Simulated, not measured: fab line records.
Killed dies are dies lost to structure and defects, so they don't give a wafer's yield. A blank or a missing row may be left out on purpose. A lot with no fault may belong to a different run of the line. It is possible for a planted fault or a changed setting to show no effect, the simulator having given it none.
fab line records ; flow n5_finfet ; part 1 of 2: steps 1 to 21 of 26
record: lots: 5; wafers: 15; last_day: 16
route steps=1938 shown MOL_CONTACT_COAG@565
lots with no fault: from the same line, run without faults
start_h: hours from the record's first day to the start of the lot's first wafer shown ; wait_h: hours since the lot's step before ; " unchanged from the row above ; L1.1+2: a row that stands for several wafers ; - no value present, or no start provided ; * or withheld: withheld ; < > ~ a bound
route shown NAME@n: NAME is a module with steps in the file, n the number in the route of the first one ; usual: the fault-free wafers' mean and standard deviation ; same: alike in all rows ; chamber/n: place in a boat ; sites: the reading at each site ; _std_site: standard deviation of those values ; _edge_site: the outer-site mean with the inner-site mean subtracted ; radius_mm: how far each site lies from the wafer's centre ; mask NAME#n: copy n ; behind: the tool/chamber that last shaped the wafer ; hold: the reason the lot was held/the length of the hold in hours/how it ended ; device: transistor that didn't switch, given as n, p or np ; end of line: the route-end tests of the same wafers ; a step given without rows: its recipe and nothing more ; killed: at the first sort, the dies lost to defects and structure; wafer yield is something else ; map: shows each die of a wafer: x if killed, . if not, _ if none is there
set.NAME: the setting that was run; set.NAME@STEP: the one run at that earlier step ; model.NAME: the simulator's own value behind a step, which no gauge read
lots at some steps of the route; a table a step, a row a wafer
services: when a tool's chamber went out of use (start_h, in hours from the record's first day, below 0 if earlier), for how many hours, and the reason
== steps ==
step: N5_MOL_CONTACT_COAG_COAT_76
recipe: resist: SiARC; temp_c: 220; time_s: 60; spin_rpm: 1500; resist_thk_nm: 10
usual: spin_speed_rpm: 1499.8/1.1
lot.wafer;tool;chamber;start_h;wait_h;spin_speed_rpm
L075.2;litho_track-01;0;-;-;1501.0
L075.4;litho_track-01;0;-;-;1501.3
L075.5;litho_track-01;0;-;-;1499.6
L076.2;litho_track-03;0;-;-;1500.5
L076.3;litho_track-03;0;-;-;1499.6
L076.5;litho_track-03;0;-;-;1499.7
L079.1;litho_track-01;0;-;-;1500.3
L079.3;litho_track-01;0;-;-;1500.7
L079.5;litho_track-01;0;-;-;1501.0
L082.3;litho_track-03;0;-;-;1499.7
L082.4;litho_track-03;0;-;-;1499.3
L082.6;litho_track-03;0;-;-;1498.4
L095.3;litho_track-01;0;-;-;1498.9
L095.4;litho_track-01;0;-;-;1500.4
L095.5;litho_track-01;0;-;-;1498.0
step: N5_MOL_CONTACT_COAG_COAT_77
recipe: resist: underlayer; temp_c: 205; time_s: 60; spin_rpm: 1500; resist_thk_nm: 10
usual: spin_speed_rpm: 1500.0/0.97
lot.wafer;tool;chamber;start_h;wait_h;spin_speed_rpm
L075.2;litho_track-01;0;-;-;1500.1
L075.4;litho_track-01;0;-;-;1500.1
L075.5;litho_track-01;0;-;-;1500.4
L076.2;litho_track-03;0;-;-;1498.6
L076.3;litho_track-03;0;-;-;1498.4
L076.5;litho_track-03;0;-;-;1498.5
L079.1;litho_track-01;0;-;-;1500.5
L079.3;litho_track-01;0;-;-;1501.2
L079.5;litho_track-01;0;-;-;1501.4
L082.3;litho_track-03;0;-;-;1500.0
L082.4;litho_track-03;0;-;-;1499.2
L082.6;litho_track-03;0;-;-;1500.8
L095.3;litho_track-01;0;-;-;1499.1
L095.4;litho_track-01;0;-;-;1498.8
L095.5;litho_track-01;0;-;-;1498.7
step: N5_MOL_CONTACT_COAG_COAT_78
recipe: resist: CAR-EUV; spin_rpm: 1500; resist_thk_nm: 40
usual: spin_speed_rpm: 1500.0/0.99
lot.wafer;tool;chamber;start_h;wait_h;spin_speed_rpm
L075.2;litho_track-01;0;-;-;1499.2
L075.4;litho_track-01;0;-;-;1498.8
L075.5;litho_track-01;0;-;-;1499.9
L076.2;litho_track-03;0;-;-;1497.8
L076.3;litho_track-03;0;-;-;1498.0
L076.5;litho_track-03;0;-;-;1500.0
L079.1;litho_track-01;0;-;-;1501.9
L079.3;litho_track-01;0;-;-;1499.4
L079.5;litho_track-01;0;-;-;1500.3
L082.3;litho_track-03;0;-;-;1500.2
L082.4;litho_track-03;0;-;-;1500.1
L082.6;litho_track-03;0;-;-;1500.8
L095.3;litho_track-01;0;-;-;1498.3
L095.4;litho_track-01;0;-;-;1498.7
L095.5;litho_track-01;0;-;-;1500.4
step: N5_MOL_CONTACT_COAG_EBR_80
recipe: solvent: PGMEA; ebr_width_mm: 1.5
lot.wafer;tool;chamber;start_h;wait_h
L075.2+4+5;litho_track-01;0;-;-
L076.2+3+5;litho_track-03;0;-;-
L079.1+3+5;litho_track-01;0;-;-
L082.3+4+6;litho_track-03;0;-;-
L095.3+4+5;litho_track-01;0;-;-
step: N5_MOL_CONTACT_COAG_SOFTBAKE_79
recipe: temp_c: 110; time_s: 60; resist: CAR-EUV
lot.wafer;tool;chamber;start_h;wait_h
L075.2+4+5;litho_track-01;0;-;-
L076.2+3+5;litho_track-03;0;-;-
L079.1+3+5;litho_track-01;0;-;-
L082.3+4+6;litho_track-03;0;-;-
L095.3+4+5;litho_track-01;0;-;-
step: N5_MOL_CONTACT_COAG_EXPOSE_81
recipe: mask_id: VG; na: 0.33; source_shape: annular; sigma_inner: 0.3; sigma_outer: 0.7; polarization: unpolarized; defocus_nm: 0; dose_mj: 59.5
lot.wafer;tool;chamber;start_h;wait_h;mask
L075.2+4+5;euv_scanner-02;0;109.63;-;VG#0
L076.2+3+5;euv_scanner-02;0;111.09;-;VG#0
L079.1+3+5;euv_scanner-02;0;130.36;-;VG#0
L082.3+4+6;euv_scanner-02;0;146.42;-;VG#0
L095.3+4+5;euv_scanner-02;0;225.06;-;VG#0
step: N5_MOL_CONTACT_COAG_PEB_82
recipe: peb_temp_c: 100; peb_time_s: 60; resist: CAR-EUV
lot.wafer;tool;chamber;start_h;wait_h
L075.2+4+5;litho_track-01;0;109.69;0.1
L076.2+3+5;litho_track-03;0;111.16;0.1
L079.1+3+5;litho_track-03;0;130.44;0.1
L082.3+4+6;litho_track-01;0;146.48;0.1
L095.3+4+5;litho_track-05;0;225.12;0.1
step: N5_MOL_CONTACT_COAG_DEVELOP_83
recipe: develop_time_s: 30; developer: TMAH; resist: CAR-EUV; rinse_liquid: surfactant_rinse; dry: air_spin; dev_temp_c: 23
lot.wafer;tool;chamber;start_h;wait_h
L075.2+4+5;litho_track-01;0;-;-
L076.2+3+5;litho_track-03;0;-;-
L079.1+3+5;litho_track-03;0;-;-
L082.3+4+6;litho_track-01;0;-;-
L095.3+4+5;litho_track-05;0;-;-
step: N5_MOL_CONTACT_COAG_CD_MEAS_84
recipe: target_cd_nm: 25.1; landing_energy_ev: 500; detector: se_inlens; polarity: opening
usual: cd_nm: 25.07/0.25
lot.wafer;tool;chamber;start_h;wait_h;cd_nm
L075.2;cd_sem-01;0;109.76;-;25.42
L075.4;cd_sem-01;0;109.76;-;25.27
L075.5;cd_sem-01;0;109.76;-;25.21
L076.2;cd_sem-02;0;111.23;-;24.88
L076.3;cd_sem-02;0;111.23;-;24.78
L076.5;cd_sem-02;0;111.23;-;24.85
L079.1;cd_sem-02;0;130.50;-;25.04
L079.3;cd_sem-02;0;130.50;-;24.83
L079.5;cd_sem-02;0;130.50;-;25.01
L082.3;cd_sem-02;0;146.55;-;25.22
L082.4;cd_sem-02;0;146.55;-;25.27
L082.6;cd_sem-02;0;146.55;-;25.32
L095.3;cd_sem-01;0;225.19;-;25.37
L095.4;cd_sem-01;0;225.19;-;24.96
L095.5;cd_sem-01;0;225.19;-;25.14
step: N5_MOL_CONTACT_COAG_OVL_MEAS_85
recipe: points_per_wafer: 522
usual: VG_OVL: 0.3/0.72
lot.wafer;tool;chamber;start_h;wait_h;VG_OVL[nm]
L075.2;overlay-02;0;109.80;0.0;0.2
L075.4;overlay-02;0;109.80;0.0;1.0
L075.5;overlay-02;0;109.80;0.0;0.4
L076.2;overlay-01;0;111.26;0.0;1.1
L076.3;overlay-01;0;111.26;0.0;0.9
L076.5;overlay-01;0;111.26;0.0;0.6
L079.1;overlay-02;0;130.53;0.0;0.1
L079.3;overlay-02;0;130.53;0.0;0.6
L079.5;overlay-02;0;130.53;0.0;0.7
L082.3;overlay-01;0;146.59;0.0;-0.4
L082.4;overlay-01;0;146.59;0.0;-0.3
L082.6;overlay-01;0;146.59;0.0;-0.2
L095.3;overlay-01;0;225.23;0.0;1.8
L095.4;overlay-01;0;225.23;0.0;1.0
L095.5;overlay-01;0;225.23;0.0;1.8
step: N5_MOL_CONTACT_COAG_INSPECT_57
recipe: mode: adi; inspect_instrument: brightfield
usual: raw_defect_count: 183/53
lot.wafer;tool;chamber;start_h;wait_h;raw_defect_count
L075.2;defect_inspect-01;-;109.85;0.0;150
L075.4;defect_inspect-01;-;109.85;0.0;163
L075.5;defect_inspect-01;-;109.85;0.0;224
L076.2;defect_inspect-02;-;111.32;0.0;164
L076.3;defect_inspect-02;-;111.32;0.0;147
L076.5;defect_inspect-02;-;111.32;0.0;137
L079.1;defect_inspect-01;-;130.59;0.1;199
L079.3;defect_inspect-01;-;130.59;0.1;150
L079.5;defect_inspect-01;-;130.59;0.1;163
L082.3;defect_inspect-02;-;146.64;0.0;182
L082.4;defect_inspect-02;-;146.64;0.0;227
L082.6;defect_inspect-02;-;146.64;0.0;193
L095.3;defect_inspect-02;-;225.28;0.0;297
L095.4;defect_inspect-02;-;225.28;0.0;200
L095.5;defect_inspect-02;-;225.28;0.0;239
step: N5_MOL_CONTACT_COAG_DESCUM_88
recipe: chemistry: O2; time_s: 7; source_power_w: 50; bias_power_w: 20; pressure_mtorr: 20; rf_frequency_hz: 2.712e+07; temp_c: 40; resist: CAR-EUV; o2_flow_sccm: 225
usual: drypump_motor_current_A: 5.6/0.43; oes_product_au: 0.77/0.089; rf_vpp_V: 242.9/1.4; showerhead_plenum_p_Torr: 2.08/0.072; throttle_valve_pct: 20.38/0.21
lot.wafer;tool;chamber;start_h;wait_h;drypump_motor_current_A;oes_product_au;rf_hours_counter_h;rf_vpp_V;showerhead_plenum_p_Torr;throttle_valve_pct
L075.2;rie_diel-06;2;109.88;0.0;5.6;0.69;232;241.1;1.98;20.46
L075.4;rie_diel-06;1;109.88;0.0;5.4;0.79;110;243.7;2.09;20.07
L075.5;rie_diel-06;1;109.88;0.0;5.4;0.79;-;242.7;2.09;20.08
L076.2;rie_diel-06;0;111.35;0.0;5.1;0.72;207;245.3;2.19;20.75
L076.3;rie_diel-06;3;111.35;0.0;6.4;0.74;170;242.1;2.00;20.29
L076.5;rie_diel-06;1;111.35;0.0;5.4;0.78;-;243.1;2.09;20.09
L079.1;rie_diel-05;0;130.63;0.0;5.7;0.72;177;242.5;2.08;20.45
L079.3;rie_diel-05;2;130.63;0.0;5.7;0.76;173;244.2;2.18;20.06
L079.5;rie_diel-05;1;130.63;0.0;5.2;0.73;-;241.6;2.08;20.40
L082.3;rie_diel-05;2;146.88;0.2;5.7;0.76;179;243.9;2.18;20.09
L082.4;rie_diel-05;1;146.88;0.2;5.2;0.74;175;242.7;2.08;20.42
L082.6;rie_diel-05;0;146.88;0.2;5.7;0.72;-;243.1;2.07;20.46
L095.3;rie_diel-06;3;225.36;0.1;6.5;0.69;216;240.4;1.98;20.36
L095.4;rie_diel-06;1;225.36;0.1;5.4;0.74;-;244.0;2.08;20.14
L095.5;rie_diel-06;2;225.36;0.1;5.6;0.92;-;245.8;2.23;20.21
step: N5_MOL_CONTACT_COAG_ETCH_89
recipe: chemistry: N2/H2; target: underlayer; target_depth_a: 130; mask_material: CAR-EUV; time_s: 10.4; ion_energy_ev: 200; pressure_mtorr: 30; source_w: 840; bias_w: 150; n2_flow_sccm: 200; h2_flow_sccm: 200; ends: cleared
usual: drypump_motor_current_A: 5.6/0.42; etch_rf_on_time_s: 10.31/0.27; oes_product_au: 0.66/0.075; rf_vpp_V: 523.5/2.4; showerhead_plenum_p_Torr: 2.52/0.082; throttle_valve_pct: 17.77/0.21
lot.wafer;tool;chamber;start_h;wait_h;drypump_motor_current_A;etch_rf_on_time_s;oes_product_au;rf_hours_counter_h;rf_vpp_V;showerhead_plenum_p_Torr;throttle_valve_pct
L075.2;rie_diel-06;2;109.92;0.0;5.6;10.73;0.58;232;519.7;2.41;17.86
L075.4;rie_diel-06;1;109.92;0.0;5.4;10.17;0.69;110;522.2;2.55;17.39
L075.5;rie_diel-06;1;109.92;0.0;5.4;10.22;0.68;-;524.1;2.55;17.38
L076.2;rie_diel-06;0;111.38;0.0;5.1;10.74;0.60;207;526.2;2.62;18.02
L076.3;rie_diel-06;3;111.38;0.0;6.5;10.36;0.64;170;519.7;2.42;17.73
L076.5;rie_diel-06;1;111.38;0.0;5.4;10.18;0.69;-;523.6;2.55;17.39
L079.1;rie_diel-05;0;130.66;0.0;5.7;10.24;0.63;177;523.7;2.53;17.83
L079.3;rie_diel-05;2;130.66;0.0;5.7;10.22;0.64;173;526.4;2.63;17.49
L079.5;rie_diel-05;1;130.66;0.0;5.2;10.52;0.63;-;523.9;2.53;17.92
L082.3;rie_diel-05;2;146.92;0.0;5.7;10.15;0.65;179;525.8;2.63;17.50
L082.4;rie_diel-05;1;146.92;0.0;5.2;10.29;0.63;175;523.3;2.53;17.91
L082.6;rie_diel-05;0;146.92;0.0;5.7;10.04;0.63;-;523.6;2.52;17.86
L095.3;rie_diel-06;3;225.40;0.0;6.4;10.52;0.60;216;519.9;2.40;17.79
L095.4;rie_diel-06;1;225.40;0.0;5.4;10.26;0.65;-;523.8;2.53;17.47
L095.5;rie_diel-06;2;225.40;0.0;5.7;10.69;0.79;-;529.2;2.72;17.53
step: N5_MOL_CONTACT_COAG_ETCH_90
recipe: chemistry: CF4; target: SiARC; target_depth_a: 130; mask_material: CAR-EUV; time_s: 21.7; ion_energy_ev: 80; pressure_mtorr: 40; source_w: 545; bias_w: 36; Ar_flow_sccm: 100; cf4_flow_sccm: 100; ends: cleared
usual: drypump_motor_current_A: 5.6/0.43; etch_rf_on_time_s: 21.6/0.48; oes_product_au: 0.66/0.075; rf_vpp_V: 184.0/1.1; showerhead_plenum_p_Torr: 2.13/0.066; throttle_valve_pct: 15.57/0.17
lot.wafer;tool;chamber;start_h;wait_h;drypump_motor_current_A;etch_rf_on_time_s;oes_product_au;rf_hours_counter_h;rf_vpp_V;showerhead_plenum_p_Torr;throttle_valve_pct
L075.2;rie_diel-06;2;109.94;0.0;5.7;22.2;0.58;232;184.3;2.03;15.72
L075.4;rie_diel-06;1;109.94;0.0;5.4;21.3;0.68;110;183.6;2.15;15.30
L075.5;rie_diel-06;1;109.94;0.0;5.4;21.4;0.68;-;184.2;2.15;15.29
L076.2;rie_diel-06;0;111.40;0.0;5.1;22.2;0.61;207;184.9;2.21;15.78
L076.3;rie_diel-06;3;111.40;0.0;6.4;21.6;0.63;170;183.3;2.05;15.56
L076.5;rie_diel-06;1;111.40;0.0;5.4;21.8;0.68;-;185.0;2.15;15.30
L079.1;rie_diel-05;0;130.68;0.0;5.7;21.3;0.63;177;183.9;2.13;15.66
L079.3;rie_diel-05;2;130.68;0.0;5.7;21.2;0.65;173;184.9;2.22;15.32
L079.5;rie_diel-05;1;130.68;0.0;5.2;21.6;0.64;-;184.7;2.13;15.62
L082.3;rie_diel-05;2;146.94;0.0;5.6;21.7;0.64;179;184.2;2.22;15.34
L082.4;rie_diel-05;1;146.94;0.0;5.2;21.6;0.63;175;184.6;2.12;15.62
L082.6;rie_diel-05;0;146.94;0.0;5.7;21.4;0.62;-;183.3;2.13;15.67
L095.3;rie_diel-06;3;225.42;0.0;6.4;22.2;0.59;216;183.3;2.04;15.65
L095.4;rie_diel-06;1;225.42;0.0;5.4;21.5;0.65;-;185.9;2.13;15.38
L095.5;rie_diel-06;2;225.42;0.0;5.7;22.4;0.78;-;185.6;2.27;15.32
step: N5_MOL_CONTACT_COAG_ALD_131
recipe: material: SiO2; target_thk_a: 50; temp_c: 100; ald_precursor_family: BDEAS; ald_co_reactant: O2-plasma; pulse_time_s: 1; co_reactant_pulse_time_s: 1; purge_time_s: 2; co_reactant_purge_time_s: 2; ald_cycles: 35; pressure_torr: 2
usual: heater_power_w: 73/6.8; precursor_pulse_height_rel: 1.003/0.019
lot.wafer;tool;chamber;start_h;wait_h;heater_power_w;precursor_pulse_height_rel
L075.2;ald_sin-04;1;110.02;0.1;76;1.016
L075.4;ald_sin-04;0;110.02;0.1;66;1.004
L075.5;ald_sin-04;3;110.02;0.1;76;1.019
L076.2;ald_sin-02;0;111.57;0.1;83;0.976
L076.3;ald_sin-02;1;111.57;0.1;73;1.019
L076.5;ald_sin-02;2;111.57;0.1;76;1.019
L079.1;ald_sin-02;3;131.64;0.9;71;1.025
L079.3;ald_sin-02;2;131.64;0.9;76;1.033
L079.5;ald_sin-02;2;131.64;0.9;75;1.005
L082.3;ald_sin-04;1;147.02;0.1;76;1.001
L082.4;ald_sin-04;0;147.02;0.1;68;1.004
L082.6;ald_sin-04;1;147.02;0.1;78;1.017
L095.3;ald_sin-02;1;225.50;0.1;68;0.994
L095.4;ald_sin-02;3;225.50;0.1;66;0.992
L095.5;ald_sin-02;1;225.50;0.1;69;1.015
step: N5_MOL_CONTACT_COAG_ETCHBACK_132
recipe: chemistry: CHF3; target: SiO2; target_depth_a: 100; time_s: 6.7; ion_energy_ev: 200; pressure_mtorr: 30; source_w: 610; bias_w: 170; Ar_flow_sccm: 200; CHF3_flow_sccm: 50
usual: drypump_motor_current_A: 5.7/0.41; oes_ar_750_au: 0.78/0.074; oes_f_703_au: 0.79/0.074; oes_product_au: 0.78/0.085; rf_vpp_V: 526/9.9; showerhead_plenum_p_Torr: 2.36/0.068; throttle_valve_pct: 18.69/0.15
lot.wafer;tool;chamber;start_h;wait_h;drypump_motor_current_A;oes_ar_750_au;oes_f_703_au;oes_product_au;rf_hours_counter_h;rf_vpp_V;showerhead_plenum_p_Torr;throttle_valve_pct
L075.2;rie_diel-06;1;110.20;0.1;5.4;0.80;0.81;0.78;110;520;2.38;18.37
L075.4;rie_diel-06;0;110.20;0.1;5.1;0.72;0.70;0.71;207;538;2.45;18.88
L075.5;rie_diel-06;2;110.20;0.1;5.7;0.68;0.69;0.67;-;507;2.25;18.70
L076.2;rie_diel-03;3;111.75;0.1;5.6;0.92;0.91;0.95;13;529;2.34;18.59
L076.3;rie_diel-03;2;111.75;0.1;6.2;0.79;0.80;0.77;142;522;2.29;18.68
L076.5;rie_diel-03;2;111.75;0.1;6.2;0.78;0.80;0.76;-;521;2.29;18.69
L079.1;rie_diel-05;0;131.96;0.2;5.7;0.74;0.76;0.73;178;507;2.37;18.79
L079.3;rie_diel-05;2;131.96;0.2;5.7;0.75;0.76;0.76;174;540;2.48;18.44
L079.5;rie_diel-05;2;131.96;0.2;5.7;0.76;0.75;0.76;-;538;2.48;18.43
L082.3;rie_diel-06;1;147.20;0.1;5.4;0.79;0.80;0.79;124;520;2.38;18.39
L082.4;rie_diel-06;0;147.20;0.1;5.0;0.70;0.69;0.71;221;539;2.45;18.90
L082.6;rie_diel-06;3;147.20;0.1;6.4;0.74;0.74;0.73;-;523;2.28;18.68
L095.3;rie_diel-03;3;225.68;0.1;5.6;0.84;0.83;0.86;59;528;2.32;18.68
L095.4;rie_diel-03;3;225.68;0.1;5.6;0.83;0.82;0.86;-;529;2.32;18.68
L095.5;rie_diel-03;1;225.68;0.1;5.3;0.91;0.91;0.93;-;540;2.42;18.68
step: N5_MOL_CONTACT_COAG_ETCH_91
recipe: chemistry: N2/H2; target: SOC; target_depth_a: 600; overetch_a: 210; mask_material: SiARC; temp_c: 40; time_s: 101.2; ion_energy_ev: 200; pressure_mtorr: 30; source_w: 840; bias_w: 150; n2_flow_sccm: 200; h2_flow_sccm: 200
usual: drypump_motor_current_A: 5.7/0.41; oes_product_au: 0.65/0.065; rf_vpp_V: 523.2/2.3; showerhead_plenum_p_Torr: 2.51/0.074; throttle_valve_pct: 17.77/0.2
lot.wafer;tool;chamber;start_h;wait_h;drypump_motor_current_A;oes_product_au;rf_hours_counter_h;rf_vpp_V;showerhead_plenum_p_Torr;throttle_valve_pct
L075.2;rie_diel-06;1;110.23;0.0;5.4;0.67;110;524.7;2.55;17.36
L075.4;rie_diel-06;0;110.23;0.0;5.1;0.60;207;527.1;2.62;17.99
L075.5;rie_diel-06;2;110.23;0.0;5.7;0.58;-;519.8;2.41;17.84
L076.2;rie_diel-03;3;111.79;0.0;5.6;0.78;13;522.0;2.50;17.64
L076.3;rie_diel-03;2;111.79;0.0;6.2;0.64;142;520.9;2.45;17.94
L076.5;rie_diel-03;2;111.79;0.0;6.2;0.64;-;521.1;2.45;17.96
L079.1;rie_diel-05;0;131.99;0.0;5.7;0.62;178;523.6;2.53;17.80
L079.3;rie_diel-05;2;131.99;0.0;5.7;0.63;174;526.8;2.63;17.47
L079.5;rie_diel-05;2;131.99;0.0;5.7;0.63;-;526.2;2.63;17.44
L082.3;rie_diel-06;1;147.23;0.0;5.4;0.65;124;524.5;2.54;17.39
L082.4;rie_diel-06;0;147.23;0.0;5.1;0.60;221;525.8;2.62;18.01
L082.6;rie_diel-06;3;147.23;0.0;6.4;0.61;-;521.0;2.42;17.71
L095.3;rie_diel-03;3;225.71;0.0;5.6;0.71;59;522.4;2.48;17.73
L095.4;rie_diel-03;3;225.71;0.0;5.6;0.70;-;522.4;2.48;17.73
L095.5;rie_diel-03;1;225.71;0.0;5.3;0.76;-;526.3;2.60;17.88
step: N5_MOL_CONTACT_COAG_STRIP_92
recipe: chemistry: N2/H2; temp_c: 40; n2_flow_sccm: 200; h2_flow_sccm: 200; rf_frequency_hz: 6e+07
lot.wafer;tool;chamber;start_h;wait_h
L075.2+4+5;rie_diel-06;1,0,2;110.30;0.0
L076.2+3+5;rie_diel-03;3,2,2;111.86;0.0
L079.1+3+5;rie_diel-05;0,2,2;132.06;0.0
L082.3+4+6;rie_diel-06;1,0,3;147.30;0.0
L095.3+4+5;rie_diel-03;3,3,1;225.78;0.0
step: N5_MOL_CONTACT_COAG_STRIP_93
recipe: chemistry: N2/H2; temp_c: 40; n2_flow_sccm: 200; h2_flow_sccm: 200; rf_frequency_hz: 6e+07
lot.wafer;tool;chamber;start_h;wait_h
L075.2+4+5;rie_diel-06;1,0,2;110.31;0.0
L076.2+3+5;rie_diel-03;3,2,2;111.87;0.0
L079.1+3+5;rie_diel-05;0,2,2;132.07;0.0
L082.3+4+6;rie_diel-06;1,0,3;147.31;0.0
L095.3+4+5;rie_diel-03;3,3,1;225.79;0.0
step: N5_MOL_CONTACT_COAG_ETCHBACK_135
recipe: chemistry: CHF3; target: SiO2; target_depth_a: 250; time_s: 16.7; ion_energy_ev: 200; pressure_mtorr: 30; source_w: 610; bias_w: 170; Ar_flow_sccm: 200; CHF3_flow_sccm: 50
usual: drypump_motor_current_A: 5.7/0.41; oes_ar_750_au: 0.79/0.075; oes_f_703_au: 0.79/0.073; oes_product_au: 0.78/0.084; rf_vpp_V: 526/10; showerhead_plenum_p_Torr: 2.36/0.068; throttle_valve_pct: 18.69/0.15
lot.wafer;tool;chamber;start_h;wait_h;drypump_motor_current_A;oes_ar_750_au;oes_f_703_au;oes_product_au;rf_hours_counter_h;rf_vpp_V;showerhead_plenum_p_Torr;throttle_valve_pct
L075.2;rie_diel-06;1;110.32;0.0;5.4;0.80;0.81;0.79;110;520;2.38;18.38
L075.4;rie_diel-06;0;110.32;0.0;5.1;0.71;0.70;0.71;207;539;2.45;18.87
L075.5;rie_diel-06;2;110.32;0.0;5.7;0.68;0.69;0.68;-;507;2.25;18.70
L076.2;rie_diel-03;3;111.88;0.0;5.6;0.92;0.91;0.95;13;530;2.34;18.59
L076.3;rie_diel-03;2;111.88;0.0;6.2;0.78;0.80;0.77;142;523;2.29;18.69
L076.5;rie_diel-03;2;111.88;0.0;6.2;0.78;0.79;0.76;-;522;2.29;18.69
L079.1;rie_diel-05;0;132.08;0.0;5.7;0.74;0.76;0.73;178;507;2.37;18.81
L079.3;rie_diel-05;2;132.08;0.0;5.6;0.76;0.75;0.76;174;540;2.48;18.44
L079.5;rie_diel-05;2;132.08;0.0;5.7;0.75;0.75;0.76;-;540;2.48;18.44
L082.3;rie_diel-06;1;147.32;0.0;5.4;0.79;0.80;0.78;124;520;2.38;18.40
L082.4;rie_diel-06;0;147.32;0.0;5.1;0.70;0.69;0.70;221;539;2.45;18.89
L082.6;rie_diel-06;3;147.32;0.0;6.4;0.74;0.73;0.72;-;523;2.28;18.68
L095.3;rie_diel-03;3;225.80;0.0;5.6;0.84;0.82;0.85;59;529;2.32;18.67
L095.4;rie_diel-03;3;225.80;0.0;5.6;0.84;0.82;0.85;-;529;2.32;18.67
L095.5;rie_diel-03;1;225.80;0.0;5.3;0.91;0.92;0.91;-;541;2.42;18.68
step: N5_MOL_CONTACT_COAG_STRIP_118
recipe: chemistry: CHF3; resist: SiARC; rf_frequency_hz: 6e+07
lot.wafer;tool;chamber;start_h;wait_h
L075.2+4+5;rie_diel-06;1,0,2;110.34;0.0
L076.2+3+5;rie_diel-03;3,2,2;111.90;0.0
L079.1+3+5;rie_diel-05;0,2,2;132.11;0.0
L082.3+4+6;rie_diel-06;1,0,3;147.34;0.0
L095.3+4+5;rie_diel-03;3,3,1;225.82;0.0
